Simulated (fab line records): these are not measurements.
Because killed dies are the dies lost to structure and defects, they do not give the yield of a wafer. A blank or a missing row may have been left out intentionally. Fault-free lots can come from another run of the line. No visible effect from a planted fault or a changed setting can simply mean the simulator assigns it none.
Which tool did it?	flow nand_harc	36 wafers from 12 lots sampled at 5 of the route's 1302 steps

== WHAT THE GAUGES SHOWED, per wafer ==
NHARC_P_GATE_INSPECT_68.
lot	measured	on	raw_defect_count
L154	day 5 23:52	defect_inspect-01	163 179 193
L155	day 6 08:30	defect_inspect-02	83 190 168
L156	day 6 13:08	defect_inspect-02	160 298 244
L158	day 7 07:27	defect_inspect-02	163 213 325
L161	day 8 17:14	defect_inspect-02	350 161 392
L162	day 9 01:18	defect_inspect-02	164 213 186
L163	day 9 19:07	defect_inspect-01	195 299 103
L165	day 10 11:11	defect_inspect-01	148 169 247
L166	day 10 16:47	defect_inspect-01	164 153 163
L168	day 11 17:13	defect_inspect-02	334 264 248
L175	day 14 11:59	defect_inspect-01	208 123 232
L177	day 15 16:56	defect_inspect-02	204 248 192

NHARC_END_SORT_01.
lot	measured	on	killed_at_array	killed_at_other	killed_at_periphery	killed_dies	killed_open	killed_short
L163	day 28 12:43	prober-02	65 66 70	5 3 6	12 5 5	82 74 81	2 0 3	0 3 0

== WHICH TOOL RAN EACH LOT (tool, then ch and the chambers of the sampled wafers, then the start) ==
lot	NHARC_P_GATE_DESCUM_93	NHARC_P_CONTACT_EXPOSE_09	NHARC_P_CONTACT_ETCH_31
L154	rie_diel-13 ch 2,3, day 5 20:58	arfi_scanner-01 ch 0, day 6 01:20	rie_diel-02 ch 1,2, no start
L155	rie_diel-08 ch 0,2, day 6 05:25	arfi_scanner-01 ch 0, day 6 09:50	rie_diel-02 ch 0,2,3, no start
L156	rie_diel-09 ch 0,3, day 6 10:09	arfi_scanner-01 ch 0, day 6 14:29	rie_diel-07 ch 0,1, no start
L158	rie_diel-13 ch 0,1,2, day 7 04:34	arfi_scanner-03 ch 0, day 7 08:56	rie_diel-06 ch 0,2, no start
L161	rie_diel-13 ch 0,2,3, day 8 14:19	arfi_scanner-03 ch 0, day 8 18:43	rie_diel-02 ch 1,2, no start
L162	rie_diel-08 ch 0,1, day 8 22:23	arfi_scanner-03 ch 0, day 9 02:39	rie_diel-06 ch 0,1, no start
L163	rie_diel-08 ch 0,3, day 9 16:10	arfi_scanner-02 ch 0, day 9 20:35	rie_diel-07 ch 0,1, day 28 12:43 or earlier
L165	rie_diel-13 ch 0,2, day 10 08:16	arfi_scanner-01 ch 0, day 10 12:40	rie_diel-07 ch 0,2, no start
L166	rie_diel-09 ch 1,2,3, day 10 13:54	arfi_scanner-02 ch 0, day 10 18:16	rie_diel-02 ch 1,2,3, no start
L168	rie_diel-13 ch 0,2,3, day 11 14:14	arfi_scanner-02 ch 0, day 11 18:34	rie_diel-06 ch 1,2,3, no start
L175	rie_diel-08 ch 1,2, day 14 09:04	arfi_scanner-02 ch 0, day 14 13:27	rie_diel-02 ch 0,1, no start
L177	rie_diel-09 ch 1,3, day 15 13:27	arfi_scanner-02 ch 0, day 15 18:25	rie_diel-07 ch 0,2,3, no start
- NHARC_P_GATE_DESCUM_93: chemistry O2, time 3 s.
- NHARC_P_CONTACT_EXPOSE_09: exposes mask P CA, target cd 90 nm.
- NHARC_P_CONTACT_ETCH_31: etches the open film in CH3F/O2, target depth 30 nm, time 85.7 s.

== AS READ BY THE TOOLS THEMSELVES (means over the sampled wafers that have a number; for cases with no such wafer, the mark the record gives instead) ==
NHARC_P_GATE_DESCUM_93.
lot	tool	drypump_motor_current_A (A)	oes_product_au (a.u.)	rf_vpp_V (V)	showerhead_plenum_p_Torr (Torr)	throttle_valve_pct (%)
L154	rie_diel-13	5.1	1.009	57.9	1.92	11.311
L155	rie_diel-08	5.7	1.015	57.8	1.83	11.317
L156	rie_diel-09	5.3	0.995	57.9	1.97	11.307
L158	rie_diel-13	5.6	0.997	58.0	1.98	11.317
L161	rie_diel-13	5.3	0.997	58.1	1.98	11.311
L162	rie_diel-08	6.0	1.012	57.1	1.83	11.319
L163	rie_diel-08	5.8	1.011	57.0	1.95	11.308
L165	rie_diel-13	5.5	0.990	58.5	2.05	11.314
L166	rie_diel-09	6.1	1.012	58.3	1.92	11.315
L168	rie_diel-13	5.3	0.999	58.2	1.98	11.307
L175	rie_diel-08	5.6	1.004	57.2	1.94	11.308
L177	rie_diel-09	6.1	1.018	58.6	1.99	11.309

NHARC_P_CONTACT_EXPOSE_09.
lot	tool	reticle_temp_C (C)
L154	arfi_scanner-01	22.92
L155	arfi_scanner-01	23.03
L156	arfi_scanner-01	23.01
L158	arfi_scanner-03	23.03
L161	arfi_scanner-03	23.06
L162	arfi_scanner-03	22.89
L163	arfi_scanner-02	23.05
L165	arfi_scanner-01	22.91
L166	arfi_scanner-02	22.84
L168	arfi_scanner-02	22.91
L175	arfi_scanner-02	23.02
L177	arfi_scanner-02	22.88

NHARC_P_CONTACT_ETCH_31.
lot	tool	drypump_motor_current_A (A)	oes_product_au (a.u.)	rf_vpp_V (V)	showerhead_plenum_p_Torr (Torr)	throttle_valve_pct (%)
L154	rie_diel-02	5.4	0.949	242.9	2.38	20.679
L155	rie_diel-02	5.7	0.980	244.2	2.51	20.665
L156	rie_diel-07	5.6	0.986	244.9	2.48	20.660
L158	rie_diel-06	5.9	0.980	243.6	2.47	20.670
L161	rie_diel-02	5.3	0.976	242.8	2.35	20.659
L162	rie_diel-06	6.1	0.964	242.4	2.34	20.662
L163	rie_diel-07	5.9	0.967	244.3	2.46	20.662
L165	rie_diel-07	5.9	0.963	243.6	2.40	20.667
L166	rie_diel-02	5.4	0.995	243.9	2.40	20.672
L168	rie_diel-06	5.7	0.976	243.8	2.48	20.658
L175	rie_diel-02	6.0	0.971	245.3	2.54	20.665
L177	rie_diel-07	6.1	0.965	245.0	2.47	20.665

== THE ANSWER, worked out from the rows above alone ==
Rule: the usual values come from the lots themselves. Put in order of their means at a reading, lots are off if they are a third of the lots or fewer, leave a main group of 4 or more, and stand apart from it by a gap of 3 or more times the standard deviation of the main group's means; of several such gaps the widest counts. If all means in a main group match to the digits the tables above print for the reading, that group is not used. Also off: a lot with no number at a reading for which 4 or more lots have one. All remaining lots with rows at the step are treated as sound. The gauges are gone through in route order, then the tools' own readings, and for those a lot's mean is taken as printed above. At the first step where some lot is off, the reading lying furthest off is the one used; lots without a number count as furthest.
None of the lots is off at any reading shown; this tells nothing.

== WHAT WAS PUT IN BY THE SIMULATOR ==
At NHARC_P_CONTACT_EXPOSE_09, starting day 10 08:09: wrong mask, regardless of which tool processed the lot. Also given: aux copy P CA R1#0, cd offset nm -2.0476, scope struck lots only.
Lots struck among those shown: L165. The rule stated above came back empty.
